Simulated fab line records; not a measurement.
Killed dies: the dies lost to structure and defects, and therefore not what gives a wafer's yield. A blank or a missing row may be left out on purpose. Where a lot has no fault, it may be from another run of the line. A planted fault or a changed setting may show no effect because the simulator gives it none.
Chamber matching -- flow n5_finfet -- N5_SD_EPI_N_ETCH_35 on rie_diel-04 has 4 sister chambers
The step etches SOC in N2/H2, overetch 108 nm, time 486 s. 16 wafers are shown with their chamber, then 8 later ones without.

## WAFERS, EACH WITH ITS CHAMBER
wafer,chamber,showerhead_plenum_p_Torr (Torr),throttle_valve_pct (%),oes_product_au (a.u.)
L076.2,2,2.51,24.4,0.62
L076.3,3,2.64,24.2,0.66
L076.5,0,2.55,23.2,0.81
L077.4,1,2.53,24.2,0.85
L077.5,1,2.53,24.2,0.85
L077.6,2,2.51,24.4,0.61
L078.1,1,2.53,24.2,0.85
L078.2,2,2.51,24.4,0.61
L078.6,1,2.53,24.2,0.85
L084.2,1,2.52,24.3,0.80
L084.3,2,2.51,24.1,0.85
L084.6,2,2.51,24.1,0.85
L085.1,3,2.62,24.2,0.64
L085.3,0,2.54,23.3,0.76
L085.4,2,2.50,24.1,0.83
L088.1,2,2.50,24.1,0.82

SIGNATURES (averages over the wafers above)
reading,chamber 0,chamber 1,chamber 2,chamber 3,scatter within a chamber
showerhead_plenum_p_Torr,2.5450,2.5280,2.5071,2.6300,0.00628
throttle_valve_pct,23.250,24.220,24.229,24.200,0.118
oes_product_au,0.7850,0.8400,0.7414,0.6500,0.0868
Rule: a wafer lies at a distance from a chamber equal to the root of the sum of squares, over the readings, of (its reading less the chamber's mean, divided by the reading's scatter). The wafer belongs to the nearest chamber; if the next one is less than 2 further off, it can't be placed. The scatter is the square root of a quotient: the sum, over the shown wafers, of each reading's squared deviation from its chamber's mean, divided by wafers minus chambers.

## WAFERS WITH NO CHAMBER GIVEN
wafer,showerhead_plenum_p_Torr (Torr),throttle_valve_pct (%),oes_product_au (a.u.)
L088.5,2.54,23.2,0.76
L088.6,2.62,24.2,0.64
L093.1,2.54,23.3,0.75
L093.3,2.51,24.3,0.78
L093.4,2.50,24.1,0.81
L097.1,2.51,24.3,0.76
L097.4,2.53,23.3,0.74
L097.5,2.51,24.3,0.76

## THE CHAMBER EACH PASSED THROUGH
wafer,from the rows above,in truth
L088.5,0,0
L088.6,3,3
L093.1,0,0
L093.3,2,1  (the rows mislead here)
L093.4,2,2
L097.1,2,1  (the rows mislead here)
L097.4,0,0
L097.5,2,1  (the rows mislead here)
Correct placement for 5 of the 8. Not placeable from these rows: 0. Placed wrongly: 3.
